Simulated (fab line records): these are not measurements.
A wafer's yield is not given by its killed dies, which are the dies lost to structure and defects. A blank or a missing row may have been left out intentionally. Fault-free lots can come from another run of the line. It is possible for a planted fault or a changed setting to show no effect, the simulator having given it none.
3 desks looking at one fault / flow n5_finfet / only its own numbers are on each desk; what lay behind them is given at the end

FROM THE METROLOGY DESK
Means of the sampled wafers that have a number, per lot and without regard to the tool the lot ran on: this is what the gauges read. Marked OUT: a lot whose mean sits more than 4 standard deviations from the usual mean, which makes it out of limits; the brackets give that distance. Shown here are 7 of its 12 readings, the ones lying furthest out on some lot.
Columns: A = V1_OVL at N5_BEOL_M2_OVL_MEAS_29, usual -0.4 nm; B = DIBL_P at N5_BEOL_M4_RC_MEAS_101, usual 35.6 mV/V; C = IOFF_P at N5_BEOL_M4_RC_MEAS_101, usual 0.20 nA/um; D = ION_N at N5_BEOL_M4_RC_MEAS_101, usual 671 uA/um; E = ION_P at N5_BEOL_M4_RC_MEAS_101, usual 460 uA/um; F = SS_P at N5_BEOL_M4_RC_MEAS_101, usual 73.2 mV/dec; G = VT_N at N5_BEOL_M4_RC_MEAS_101, usual 251 mV
lot=L942; first seen here=day 7 19:32; A=-1.3; B=35.4; C=0.20; D=668; E=458; F=73.1; G=252
lot=L946; first seen here=day 8 18:16; A=-0.4; B=40.4; C=0.26; D=689; E=475; F=74.3; G=248
lot=L947; first seen here=day 8 21:19; A=-1.6; B=35.0; C=0.19; D=673; E=463; F=73.2; G=252
lot=L954; first seen here=day 10 15:47; A=-0.2; B=35.8; C=0.20; D=674; E=458; F=73.5; G=250
lot=L955; first seen here=day 10 22:16; A=-0.8; B=33.8; C=0.16; D=658; E=452; F=73.0; G=258
lot=L957; first seen here=day 11 12:08; A=0.0; B=34.9; C=0.20; D=664; E=459; F=73.1; G=251
lot=L958; first seen here=day 11 12:55; A=-0.0; B=33.9; C=0.19; D=664; E=463; F=72.8; G=253
This desk's verdict: no lot among the 7 shows anything out of limits.

THE DEFECT DESK
For each lot, the counts of the inspections along the route, averaged over the sampled wafers that have a number. Marked OUT: a lot whose mean sits more than 4 standard deviations from the usual mean, which makes it out of limits; the brackets give that distance.
Columns: A = raw_defect_count at N5_BEOL_M2_INSPECT_30, usual 439
lot=L942; first seen here=day 7 19:38; A=474
lot=L946; first seen here=day 8 18:21; A=448
lot=L947; first seen here=day 8 21:24; A=411
lot=L954; first seen here=day 10 15:52; A=328
lot=L955; first seen here=day 10 22:21; A=498
lot=L957; first seen here=day 11 12:14; A=347
lot=L958; first seen here=day 11 12:59; A=455
This desk's verdict: no lot among the 7 shows anything out of limits.

DESK OF THE TOOL OWNER: rie_diel-02
The tool's own readings at N5_BEOL_M2_ETCH_70 (etches SOC in N2/H2, target depth 80 nm, overetch 24 nm, time 130 s): means of the sampled wafers that have a number, for each lot that ran on this tool. Marked OUT: a lot whose mean sits more than 4 standard deviations from the usual mean, which makes it out of limits; the brackets give that distance.
Columns: A = drypump_motor_current_A at N5_BEOL_M2_ETCH_70, usual 5.7 A; B = n2_flow_sccm at N5_BEOL_M2_ETCH_70, usual 200.0 sccm; C = oes_product_au at N5_BEOL_M2_ETCH_70, usual 0.57 a.u.; D = rf_vpp_V at N5_BEOL_M2_ETCH_70, usual 525.1 V; E = run_length_s at N5_BEOL_M2_ETCH_70, usual 153.4 s; F = showerhead_plenum_p_Torr at N5_BEOL_M2_ETCH_70, usual 2.58 Torr; G = throttle_valve_pct at N5_BEOL_M2_ETCH_70, usual 17.88 %
lot=L946; first seen here=day 8 19:25; A=6.0; B=200.0; C=0.56; D=524.5; E=153.3; F=2.58; G=17.93
lot=L954; first seen here=day 10 16:15; A=6.4; B=200.1; C=0.59; D=524.8; E=147.1 (-13) OUT; F=2.60; G=17.87
lot=L955; first seen here=day 11 05:41; A=6.1; B=200.7; C=0.55; D=522.0; E=147.6 (-12) OUT; F=2.52; G=17.98
lot=L957; first seen here=day 11 16:05; A=6.1; B=201.0; C=0.58; D=525.6; E=149.6 (-7.7) OUT; F=2.59; G=18.15
This desk finds L954, L955, L957 out of limits, L954 being first, at day 10 16:15 (run_length_s at N5_BEOL_M2_ETCH_70). In limits: L946.

BROUGHT TOGETHER
The tool owner's desk could have raised an alarm at day 10 16:15, on L954, L955, L957.
From the metrology desk's view, nothing was out of limits.
No out-of-limits result turned up at the defect desk.
The metrology desk has L954, L955, L957 on record, within its limits.
The defect desk has L954, L955, L957 on record, within its limits.
Every lot named ran N5_BEOL_M2_ETCH_70 on rie_diel-02.

WHAT WAS PUT IN BY THE SIMULATOR
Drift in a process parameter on rie_diel-02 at N5_BEOL_M2_ETCH_70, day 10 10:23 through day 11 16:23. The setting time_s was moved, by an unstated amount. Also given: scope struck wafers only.
Lots struck among those shown: L954, L955, L957.
How many hours passed from the start of the fault until each desk's first out-of-limits reading: the tool owner's desk, 6.
